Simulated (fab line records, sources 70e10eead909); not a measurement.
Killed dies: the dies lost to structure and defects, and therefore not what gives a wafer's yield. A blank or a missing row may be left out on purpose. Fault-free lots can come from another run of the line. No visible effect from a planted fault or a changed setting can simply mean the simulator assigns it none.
fab line records	flow nandHarc
record: lots: 24	wafers: 72	lastDay: 34
route steps=1302 shown P_STI@91 P_GATE@151 P_M1@297 P_BONDPAD@370
lots that met no fault: taken from a fault-free run of the same line
startH: the number of hours between the record's first day and the start of the first shown wafer of the lot	waitH: hours from the lot's prior step to this one	" the same as in the row above	L1.1+2: one row covering several wafers at once	- either no value or no given start	* or withheld: withheld	< > ~ a bound
route shown NAME@n: NAME is a module with steps in the file, n the number in the route of the first one	usual: mean/standard deviation taken from wafers without a fault	same: alike in all rows	chamber/n: place in a boat	sites: the reading at each site	_std_site: how widely they spread, as a standard deviation	_edge_site: mean of outer sites minus mean of inner sites	radiusMm: how far each site lies from the wafer's centre	mask NAME#n: copy n	behind: the last tool/chamber to shape the wafer	hold: reason for holding the lot/hours on hold/outcome of the hold	device: which transistor (n, p or np) failed to switch	end of line: tests of these same wafers at the route's end	a step given without rows: its recipe and nothing more	killed: dies lost to structure and defects at the first sort, not the wafer's yield	map: the dies of a wafer, with x for killed, . for not killed, _ for no die there
set.NAME: the setting that was run; set.NAME@STEP: the one run at that earlier step	model.NAME: the simulator's own value behind a step, which no gauge read
steps of the route over a sample of lots; a table a step, a row a wafer
services: a tool's chamber out of use, with start hour (startH, from the record's first day; less than 0 if before it), hours out, and reason
== steps ==
step: NHARC_P_STI_CD_MEAS_16
usual: cdNm: 200.3/1.4
lot.wafer	tool	chamber	startH	waitH	cdNm
L074.3	cdSem-01	-	44.75	-	199.0
L074.5	"	-	"	"	199.9
L074.6	"	-	"	"	199.3
L075.2	cdSem-02	-	55.35	-	200.8
L075.5	"	-	"	"	201.7
L075.6	"	-	"	"	198.9
L076.2	cdSem-01	-	65.30	-	199.4
L076.3	"	-	"	"	198.6
L076.6	"	-	"	"	201.4
L077.2	cdSem-03	-	74.70	-	199.7
L077.5	"	-	"	"	200.6
L077.6	"	-	"	"	198.7
L078.1	cdSem-01	-	85.05	-	201.5
L078.4	"	-	"	"	199.7
L078.6	"	-	"	"	200.8
L079.1	cdSem-01	-	95.35	-	198.7
L079.3	"	-	"	"	200.6
L079.5	"	-	"	"	200.5
L080.1	cdSem-02	-	103.07	-	199.2
L080.2	"	-	"	"	199.7
L080.3	"	-	"	"	201.0
L081.1	cdSem-01	-	116.16	-	199.9
L081.3	"	-	"	"	199.1
L081.6	"	-	"	"	203.0
L082.2	cdSem-02	-	125.60	-	199.2
L082.4	"	-	"	"	200.9
L082.6	"	-	"	"	200.1
L083.2	cdSem-02	-	135.58	-	201.3
L083.4	"	-	"	"	200.3
L083.5	"	-	"	"	202.4
L084.1	cdSem-02	-	143.56	-	197.8
L084.2	"	-	"	"	199.9
L084.4	"	-	"	"	204.3
L085.2	cdSem-01	-	155.44	-	201.4
L085.3	"	-	"	"	202.9
L085.4	"	-	"	"	203.5
L086.2	cdSem-03	-	163.70	-	200.8
L086.4	"	-	"	"	199.2
L086.5	"	-	"	"	199.3
L087.1	cdSem-01	-	174.75	-	198.9
L087.2	"	-	"	"	202.5
L087.3	"	-	"	"	200.5
L088.1	cdSem-01	-	186.86	-	201.9
L088.2	"	-	"	"	200.2
L088.3	"	-	"	"	201.0
L089.1	cdSem-02	-	194.31	-	200.3
L089.2	"	-	"	"	201.9
L089.5	"	-	"	"	203.5
L090.2	cdSem-01	-	206.04	-	201.0
L090.5	"	-	"	"	201.0
L090.6	"	-	"	"	198.8
L091.1	cdSem-02	-	215.31	-	201.7
L091.3	"	-	"	"	200.7
L091.5	"	-	"	"	200.6
L092.1	cdSem-01	-	226.36	-	202.0
L092.4	"	-	"	"	199.2
L092.6	"	-	"	"	201.0
L093.2	cdSem-01	-	237.66	-	200.6
L093.3	"	-	"	"	200.6
L093.5	"	-	"	"	201.3
L094.3	cdSem-03	-	246.37	-	199.7
L094.4	"	-	"	"	199.9
L094.6	"	-	"	"	200.5
L095.1	cdSem-03	-	253.18	-	198.9
L095.4	"	-	"	"	200.0
L095.5	"	-	"	"	199.4
L097.3	cdSem-03	-	275.85	-	197.8
L097.4	"	-	"	"	198.9
L097.6	"	-	"	"	197.6
L096.2	cdSem-01	-	293.74	-	200.8
L096.3	"	-	"	"	199.7
L096.6	"	-	"	"	199.0
step: NHARC_P_GATE_CD_MEAS_33
usual: cdNm: 120.5/1.9
lot.wafer	tool	chamber	startH	waitH	cdNm
L074.3	cdSem-03	-	99.99	-	121.4
L074.5	"	-	"	"	123.0
L074.6	"	-	"	"	123.6
L076.2	cdSem-03	-	114.21	-	121.4
L076.3	"	-	"	"	123.0
L076.6	"	-	"	"	119.8
L075.2	cdSem-03	-	114.83	-	124.0
L075.5	"	-	"	"	120.0
L075.6	"	-	"	"	122.9
L077.2	cdSem-03	-	125.72	-	122.9
L077.5	"	-	"	"	121.7
L077.6	"	-	"	"	122.8
L078.1	cdSem-01	-	137.01	-	121.1
L078.4	"	-	"	"	121.8
L078.6	"	-	"	"	122.6
L079.1	cdSem-02	-	149.00	-	120.4
L079.3	"	-	"	"	120.4
L079.5	"	-	"	"	120.9
L080.1	cdSem-03	-	157.75	0.1	119.6
L080.2	"	-	"	"	120.4
L080.3	"	-	"	"	117.3
L081.1	cdSem-01	-	172.63	-	118.9
L081.3	"	-	"	"	115.8
L081.6	"	-	"	"	118.5
L082.2	cdSem-02	-	173.10	-	119.9
L082.4	"	-	"	"	121.0
L082.6	"	-	"	"	121.0
L083.2	cdSem-02	-	187.26	-	118.2
L083.4	"	-	"	"	119.7
L083.5	"	-	"	"	119.4
L084.1	cdSem-03	-	196.10	-	117.3
L084.2	"	-	"	"	116.9
L084.4	"	-	"	"	121.4
L085.2	cdSem-03	-	209.70	-	123.3
L085.3	"	-	"	"	123.0
L085.4	"	-	"	"	125.0
L086.2	cdSem-01	-	213.54	-	117.8
L086.4	"	-	"	"	120.1
L086.5	"	-	"	"	118.8
L087.1	cdSem-01	-	226.11	-	121.5
L087.2	"	-	"	"	120.7
L087.3	"	-	"	"	121.3
L088.1	cdSem-02	-	242.98	-	120.6
L088.2	"	-	"	"	122.9
L088.3	"	-	"	"	121.3
L089.1	cdSem-02	-	243.74	-	121.8
L089.2	"	-	"	"	119.6
L089.5	"	-	"	"	119.8
L090.2	cdSem-03	-	256.69	-	119.5
L090.5	"	-	"	"	120.9
L090.6	"	-	"	"	117.1
L091.1	cdSem-02	-	269.08	-	123.6
L091.3	"	-	"	"	120.9
L091.5	"	-	"	"	122.6
L092.1	cdSem-01	-	282.77	-	120.9
L092.4	"	-	"	"	121.3
L092.6	"	-	"	"	120.5
L093.2	cdSem-02	-	287.45	-	120.4
L093.3	"	-	"	"	121.7
L093.5	"	-	"	"	121.1
L094.3	cdSem-01	-	295.26	-	119.6
L094.4	"	-	"	"	120.1
L094.6	"	-	"	"	120.6
L095.1	cdSem-01	-	303.48	-	117.4
L095.4	"	-	"	"	118.4
L095.5	"	-	"	"	115.3
L097.3	cdSem-01	-	325.28	-	119.0
L097.4	"	-	"	"	119.0
L097.6	"	-	"	"	118.9
L096.2	cdSem-01	-	349.37	-	122.3
L096.3	"	-	"	"	124.1
L096.6	"	-	"	"	122.0
step: NHARC_P_GATE_STRIP_75
recipe: powerW: 1500	tempC: 250	chemistry: O2
usual: drypumpMotorCurrentA: 5.8/0.38	heaterPowerW: 316/45
lot.wafer	tool	chamber	startH	waitH	drypumpMotorCurrentA	heaterPowerW	rfHoursCounterH
L074.3	plasmaAsher-01	0	112.27	0.1	5.7	338	-
L074.6	"	1	"	"	5.7	269	-
L074.5	"	0	"	"	5.7	344	-
L076.2	plasmaAsher-01	1	125.89	0.2	5.7	265	27
L076.3	"	1	"	"	5.7	270	-
L076.6	"	0	"	"	5.7	341	-
L075.2	plasmaAsher-01	1	126.53	0.2	5.7	266	28
L075.5	"	1	"	"	5.8	265	-
L075.6	"	0	"	"	5.7	322	-
L077.2	plasmaAsher-02	0	137.48	0.2	5.2	382	10
L077.5	"	1	"	"	6.6	370	-
L077.6	"	0	"	"	5.2	375	-
L078.1	plasmaAsher-02	1	150.85	0.2	6.6	364	13
L078.4	"	0	"	"	5.2	385	-
L078.6	"	0	"	"	5.2	381	-
L079.1	plasmaAsher-01	0	161.00	0.3	5.7	331	35
L079.3	"	1	"	"	5.7	265	-
L079.5	"	1	"	"	5.7	262	-
L080.1	plasmaAsher-02	0	169.38	0.3	5.2	382	18
L080.2	"	1	"	"	6.6	369	18
L080.3	"	0	"	"	5.2	383	-
L081.1	plasmaAsher-02	1	184.39	0.2	6.6	371	22
L081.3	"	1	"	"	6.6	368	-
L081.6	"	1	"	"	6.6	367	-
L082.2	plasmaAsher-01	1	185.23	0.3	5.7	261	2
L082.4	"	0	"	"	5.7	321	-
L082.6	"	0	"	"	5.7	316	-
L083.2	plasmaAsher-02	1	198.94	0.2	6.6	366	25
L083.4	"	1	"	"	6.6	355	-
L083.5	"	1	"	"	6.6	364	-
L084.1	plasmaAsher-02	1	207.83	0.2	6.6	364	27
L084.2	"	0	"	"	5.2	388	27
L084.4	"	1	"	"	6.6	362	-
L085.2	plasmaAsher-01	1	221.63	0.2	5.7	263	8
L085.3	"	0	"	"	5.7	318	-
L085.4	"	1	"	"	5.7	255	-
L086.2	plasmaAsher-01	1	225.35	0.3	5.7	265	9
L086.4	"	0	"	"	5.7	314	-
L086.5	"	0	"	"	5.7	316	-
L087.2	plasmaAsher-01	0	237.95	0.2	5.7	319	12
L087.1	"	1	"	"	5.7	258	12
L087.3	"	0	"	"	5.7	315	-
L089.1	plasmaAsher-01	0	255.74	0.3	5.7	325	16
L089.2	"	1	"	"	5.7	262	16
L089.5	"	0	"	"	5.7	312	-
L088.1	plasmaAsher-01	0	261.01	0.3	5.7	308	18
L088.2	"	1	"	"	5.7	257	18
L088.3	"	1	"	"	5.7	260	-
L090.2	plasmaAsher-01	1	268.58	0.2	5.7	257	19
L090.6	"	0	"	"	5.7	325	-
L090.5	"	1	"	"	5.7	256	-
L091.1	plasmaAsher-01	1	280.78	0.2	5.8	259	22
L091.3	"	0	"	"	5.7	315	-
L091.5	"	0	"	"	5.7	313	-
L092.1	plasmaAsher-01	1	294.51	0.2	5.7	261	24
L092.4	"	0	"	"	5.7	318	-
L092.6	"	0	"	"	5.7	324	-
L093.2	plasmaAsher-01	0	299.20	0.2	5.7	314	25
L093.3	"	0	"	"	5.7	325	-
L093.5	"	1	"	"	5.7	258	-
L094.4	plasmaAsher-02	0	309.21	0.2	5.2	374	-
L094.3	"	1	"	"	6.6	348	-
L094.6	"	0	"	"	5.2	369	-
L095.1	plasmaAsher-01	0	315.31	0.3	5.7	316	29
L095.4	"	0	"	"	5.7	317	-
L095.5	"	1	"	"	5.7	257	-
L097.4	plasmaAsher-01	0	337.39	0.2	5.7	315	-
L097.3	"	1	"	"	5.8	260	-
L097.6	"	0	"	"	5.7	321	-
L096.2	plasmaAsher-01	0	363.13	0.3	5.7	340	2
L096.3	"	0	"	"	5.7	328	-
L096.6	"	0	"	"	5.7	328	-
step: NHARC_P_M1_INSPECT_11
usual: rawDefectCount: 4.2/2.4
lot.wafer	tool	chamber	startH	waitH	rawDefectCount
L074.3	defectInspect-01	-	127.50	0.0	2
L074.5	"	-	"	"	4
L074.6	"	-	"	"	2
L076.2	defectInspect-01	-	141.63	0.0	2
L076.3	"	-	"	"	3
L076.6	"	-	"	"	2
L075.2	defectInspect-01	-	142.38	0.0	3
L075.5	"	-	"	"	3
L075.6	"	-	"	"	4
L077.2	defectInspect-01	-	153.39	0.0	3
L077.5	"	-	"	"	5
L077.6	"	-	"	"	3
L078.1	defectInspect-01	-	166.55	0.0	4
L078.4	"	-	"	"	6
L078.6	"	-	"	"	6
L079.1	defectInspect-02	-	176.80	0.0	7
L079.3	"	-	"	"	7
L079.5	"	-	"	"	3
L080.1	defectInspect-02	-	184.73	0.0	2
L080.2	"	-	"	"	4
L080.3	"	-	"	"	5
L081.1	defectInspect-01	-	200.11	0.0	5
L081.3	"	-	"	"	5
L081.6	"	-	"	"	5
L082.2	defectInspect-01	-	200.96	0.0	2
L082.4	"	-	"	"	2
L082.6	"	-	"	"	2
L083.2	defectInspect-01	-	214.57	0.0	7
L083.4	"	-	"	"	5
L083.5	"	-	"	"	8
L084.1	defectInspect-02	-	223.39	0.0	5
L084.2	"	-	"	"	6
L084.4	"	-	"	"	8
L085.2	defectInspect-02	-	237.02	0.0	3
L085.3	"	-	"	"	2
L085.4	"	-	"	"	3
L086.2	defectInspect-02	-	240.64	0.0	3
L086.4	"	-	"	"	3
L086.5	"	-	"	"	2
L087.1	defectInspect-02	-	253.74	0.0	3
L087.2	"	-	"	"	8
L087.3	"	-	"	"	9
L089.1	defectInspect-01	-	272.17	0.0	5
L089.2	"	-	"	"	2
L089.5	"	-	"	"	3
L088.1	defectInspect-01	-	277.80	0.0	4
L088.2	"	-	"	"	3
L088.3	"	-	"	"	4
L090.2	defectInspect-02	-	284.34	0.0	7
L090.5	"	-	"	"	1
L090.6	"	-	"	"	2
L091.1	defectInspect-02	-	299.71	0.0	3
L091.3	"	-	"	"	3
L091.5	"	-	"	"	3
L092.1	defectInspect-02	-	309.95	0.0	13
L092.4	"	-	"	"	7
L092.6	"	-	"	"	8
L093.2	defectInspect-01	-	314.59	0.0	4
L093.3	"	-	"	"	4
L093.5	"	-	"	"	7
L094.3	defectInspect-02	-	325.79	0.0	2
L094.4	"	-	"	"	2
L094.6	"	-	"	"	2
L095.1	defectInspect-01	-	331.56	0.0	8
L095.4	"	-	"	"	5
L095.5	"	-	"	"	6
L097.3	defectInspect-01	-	353.63	0.0	2
L097.4	"	-	"	"	0
L097.6	"	-	"	"	3
L096.2	defectInspect-02	-	379.31	0.0	8
L096.3	"	-	"	"	7
L096.6	"	-	"	"	3
step: NHARC_P_BONDPAD_CD_MEAS_13
usual: cdNm: 500.1/1.4
lot.wafer	tool	chamber	startH	waitH	cdNm
L074.3	cdSem-02	-	136.58	-	501.9
L074.5	"	-	"	"	499.3
L074.6	"	-	"	"	499.4
L076.2	cdSem-01	-	150.83	-	499.1
L076.3	"	-	"	"	500.3
L076.6	"	-	"	"	501.4
L075.2	cdSem-03	-	151.45	-	501.1
L075.5	"	-	"	"	499.4
L075.6	"	-	"	"	500.1
L077.2	cdSem-01	-	162.55	-	500.2
L077.5	"	-	"	"	499.5
L077.6	"	-	"	"	499.9
L078.1	cdSem-01	-	175.63	-	498.4
L078.4	"	-	"	"	498.3
L078.6	"	-	"	"	499.7
L079.1	cdSem-03	-	186.41	-	500.6
L079.3	"	-	"	"	501.9
L079.5	"	-	"	"	500.4
L080.1	cdSem-03	-	193.62	-	499.3
L080.2	"	-	"	"	499.4
L080.3	"	-	"	"	500.5
L081.1	cdSem-01	-	209.17	-	501.5
L081.3	"	-	"	"	501.8
L081.6	"	-	"	"	499.9
L082.2	cdSem-03	-	210.16	-	499.8
L082.4	"	-	"	"	498.6
L082.6	"	-	"	"	499.1
L083.2	cdSem-01	-	223.87	-	500.5
L083.4	"	-	"	"	500.9
L083.5	"	-	"	"	500.9
L084.1	cdSem-02	-	232.57	-	499.7
L084.2	"	-	"	"	500.0
L084.4	"	-	"	"	500.5
L085.2	cdSem-01	-	246.30	-	500.5
L085.3	"	-	"	"	500.1
L085.4	"	-	"	"	498.8
L086.2	cdSem-03	-	249.75	-	502.6
L086.4	"	-	"	"	498.8
L086.5	"	-	"	"	501.0
L087.1	cdSem-03	-	262.90	-	503.7
L087.2	"	-	"	"	501.1
L087.3	"	-	"	"	501.7
L089.1	cdSem-01	-	281.26	-	498.1
L089.2	"	-	"	"	498.5
L089.5	"	-	"	"	500.4
L088.1	cdSem-01	-	287.00	-	499.5
L088.2	"	-	"	"	498.4
L088.3	"	-	"	"	499.2
L090.2	cdSem-03	-	293.69	-	499.4
L090.5	"	-	"	"	500.2
L090.6	"	-	"	"	498.4
L091.1	cdSem-03	-	309.05	-	500.8
L091.3	"	-	"	"	503.2
L091.5	"	-	"	"	502.3
L092.1	cdSem-01	-	319.18	-	498.3
L092.4	"	-	"	"	498.2
L092.6	"	-	"	"	500.7
L093.2	cdSem-03	-	324.40	-	500.6
L093.3	"	-	"	"	502.8
L093.5	"	-	"	"	500.5
L094.3	cdSem-02	-	334.97	-	500.1
L094.4	"	-	"	"	499.6
L094.6	"	-	"	"	498.4
L095.1	cdSem-01	-	340.68	-	498.6
L095.4	"	-	"	"	500.6
L095.5	"	-	"	"	499.7
L097.3	cdSem-03	-	362.86	-	500.4
L097.4	"	-	"	"	500.1
L097.6	"	-	"	"	500.2
L096.2	cdSem-01	-	388.48	-	499.4
L096.3	"	-	"	"	500.4
L096.6	"	-	"	"	498.6
step: NHARC_P_BONDPAD_STRIP_15
recipe: o2FlowSccm: 500	arFlowSccm: 0	biasW: 0	chemistry: O2
usual: drypumpMotorCurrentA: 5.74/0.29	oesProductAu: 1.000/0.0073	rfVppV: 57.7/0.85	showerheadPlenumPTorr: 3.55/0.14	throttleValvePct: 17.036/0.0087
lot.wafer	tool	chamber	startH	waitH	drypumpMotorCurrentA	oesProductAu	rfHoursCounterH	rfVppV	showerheadPlenumPTorr	throttleValvePct
L074.3	rieDiel-08	1	136.68	0.1	5.43	1.000	6.2	57.9	3.69	17.036
L074.6	"	3	"	"	6.20	0.997	-	57.2	3.50	17.045
L074.5	"	0	"	"	5.41	0.991	-	58.8	3.61	17.030
L076.3	rieDiel-10	0	150.94	0.1	6.20	0.999	4.9	57.7	3.36	17.024
L076.2	"	1	"	"	5.73	1.004	4.7	57.5	3.62	17.027
L076.6	"	3	"	"	5.41	0.995	-	56.6	3.55	17.036
L075.2	rieDiel-03	2	151.52	0.1	5.58	1.002	1.7	56.3	3.75	17.035
L075.5	"	2	"	"	5.58	1.000	-	57.8	3.75	17.027
L075.6	"	3	"	"	5.68	1.007	-	57.1	3.37	17.037
L077.2	rieDiel-03	1	162.63	0.1	5.76	1.000	1.5	58.2	3.54	17.038
L077.5	"	0	"	"	5.75	1.006	-	57.5	3.75	17.037
L077.6	"	1	"	"	5.76	1.005	-	58.9	3.54	17.034
L078.4	rieDiel-08	2	175.71	0.1	6.01	1.015	10.3	58.1	3.34	17.053
L078.1	"	1	"	"	5.44	1.008	9.2	57.8	3.69	17.032
L078.6	"	3	"	"	6.17	1.006	-	56.3	3.49	17.029
L079.1	rieDiel-08	3	186.52	0.1	6.19	0.992	10.7	57.9	3.49	17.034
L079.3	"	0	"	"	5.41	0.999	10.0	58.2	3.60	17.038
L079.5	"	2	"	"	6.02	0.998	-	58.0	3.34	17.024
L080.2	rieDiel-03	3	193.69	0.1	5.62	1.006	2.9	57.3	3.36	17.059
L080.1	"	1	"	"	5.79	0.994	2.7	57.5	3.54	17.037
L080.3	"	2	"	"	5.57	0.998	3.0	59.1	3.75	17.029
L081.1	rieDiel-03	3	209.27	0.1	5.66	1.004	3.3	57.6	3.36	17.033
L081.3	"	1	"	"	5.77	0.996	2.9	58.3	3.54	17.028
L081.6	"	2	"	"	5.59	0.992	-	57.0	3.75	17.038
L082.2	rieDiel-03	3	210.27	0.1	5.69	0.989	3.4	55.9	3.36	17.018
L082.6	"	2	"	"	5.58	0.992	-	57.0	3.75	17.042
L082.4	"	3	"	"	5.65	0.987	-	58.1	3.36	17.037
L083.4	rieDiel-10	0	223.96	0.1	6.23	1.008	8.3	57.3	3.36	17.032
L083.2	"	1	"	"	5.77	1.009	7.9	56.3	3.62	17.035
L083.5	"	0	"	"	6.24	1.002	-	58.1	3.36	17.026
L084.1	rieDiel-08	3	232.65	0.1	6.19	0.992	1.6	56.9	3.49	17.042
L084.2	"	0	"	"	5.40	0.997	1.2	58.6	3.60	17.024
L084.4	"	2	"	"	6.00	0.990	1.6	57.3	3.34	17.036
L085.4	rieDiel-08	3	246.39	0.1	6.20	0.997	2.1	57.5	3.49	17.029
L085.3	"	0	"	"	5.44	0.989	1.8	56.8	3.60	17.043
L085.2	"	2	"	"	6.00	1.003	2.1	57.0	3.34	17.031
L086.4	rieDiel-03	0	249.83	0.1	5.78	1.001	2.1	57.9	3.75	17.032
L086.2	"	1	"	"	5.78	0.995	4.4	58.5	3.54	17.046
L086.5	"	3	"	"	5.67	0.996	-	56.1	3.36	17.029
L087.1	rieDiel-10	1	262.98	0.1	5.78	1.005	0.8	57.9	3.62	17.045
L087.2	"	3	"	"	5.40	1.005	0.7	58.7	3.55	17.026
L087.3	"	0	"	"	6.22	1.010	0.8	56.6	3.36	17.037
L089.2	rieDiel-08	0	281.34	0.1	5.41	0.996	5.1	57.2	3.60	17.028
L089.1	"	3	"	"	6.19	1.010	4.7	57.0	3.49	17.032
L089.5	"	1	"	"	5.43	0.996	-	57.6	3.68	17.050
L088.3	rieDiel-08	0	287.08	0.1	5.44	1.001	5.3	58.7	3.60	17.046
L088.2	"	1	"	"	5.45	0.997	5.4	57.3	3.68	17.048
L088.1	"	3	"	"	6.17	1.001	4.8	58.0	3.49	17.039
L090.2	rieDiel-08	2	293.81	0.1	6.00	1.014	5.2	57.7	3.34	17.035
L090.6	"	3	"	"	6.20	1.002	-	58.5	3.49	17.035
L090.5	"	0	"	"	5.43	1.011	-	57.8	3.60	17.039
L091.3	rieDiel-08	2	309.13	0.1	6.01	1.002	6.2	58.6	3.34	17.035
L091.1	"	3	"	"	6.17	1.000	6.3	57.6	3.49	17.023
L091.5	"	3	"	"	6.19	0.998	-	57.9	3.49	17.032
L092.4	rieDiel-08	0	319.28	0.1	5.43	1.014	8.5	56.7	3.60	17.036
L092.1	"	1	"	"	5.45	1.008	8.2	58.0	3.68	17.036
L092.6	"	0	"	"	5.45	1.002	-	59.0	3.60	17.034
L093.3	rieDiel-10	3	324.48	0.1	5.39	0.984	4.5	57.8	3.55	17.033
L093.2	"	1	"	"	5.72	0.980	4.6	58.1	3.61	17.055
L093.5	"	3	"	"	5.39	1.001	-	58.9	3.55	17.049
L094.4	rieDiel-03	2	335.06	0.1	5.57	0.990	0.9	58.2	3.75	17.036
L094.3	"	3	"	"	5.66	1.004	0.9	56.2	3.36	17.031
L094.6	"	2	"	"	5.58	0.996	-	58.9	3.75	17.024
L095.1	rieDiel-10	2	340.75	0.1	5.62	0.998	6.1	57.8	3.76	17.038
L095.4	"	1	"	"	5.74	0.996	5.6	57.7	3.61	17.042
L095.5	"	2	"	"	5.62	0.991	-	56.3	3.76	17.036
L097.3	rieDiel-08	2	362.93	0.1	6.02	1.001	9.7	58.1	3.33	17.032
L097.4	"	0	"	"	5.43	1.010	10.1	58.4	3.60	17.015
L097.6	"	2	"	"	6.02	1.008	-	56.5	3.33	17.042
L096.2	rieDiel-08	3	388.55	0.1	6.19	1.002	0.2	58.9	3.49	17.035
L096.3	"	2	"	"	6.03	1.000	0.6	56.8	3.33	17.038
L096.6	"	2	"	"	6.01	1.006	-	56.8	3.33	17.046
== services ==
tool	chamber	startH	hours	kind
plasmaAsher-02	-	96.02	1.3	repair
rieDiel-03	-	104.30	9.0	pm
rieDiel-03	3	130.33	2.4	repair
rieDiel-03	0	163.54	60.9	repair
plasmaAsher-01	-	165.00	9.0	pm
rieDiel-08	-	190.80	9.0	pm
rieDiel-03	2	198.57	7.1	repair
rieDiel-03	1	199.51	1.9	repair
rieDiel-08	1	205.62	5.8	repair
rieDiel-03	-	246.12	0.5	repair
plasmaAsher-02	-	249.00	9.0	pm
plasmaAsher-01	-	256.81	1.9	repair
rieDiel-03	1	267.69	2.8	repair
rieDiel-03	-	281.45	9.0	pm
rieDiel-08	-	310.86	0.7	repair
rieDiel-03	3	312.45	4.6	repair
rieDiel-03	-	318.86	0.4	repair
rieDiel-08	1	322.57	2.4	repair
rieDiel-08	1	341.79	3.7	repair
plasmaAsher-01	-	342.00	9.0	pm
rieDiel-08	-	367.80	9.0	pm
rieDiel-08	3	380.77	7.1	repair
rieDiel-03	0	385.91	20.4	repair
rieDiel-08	0	385.96	9.1	repair
== key ==
fault none
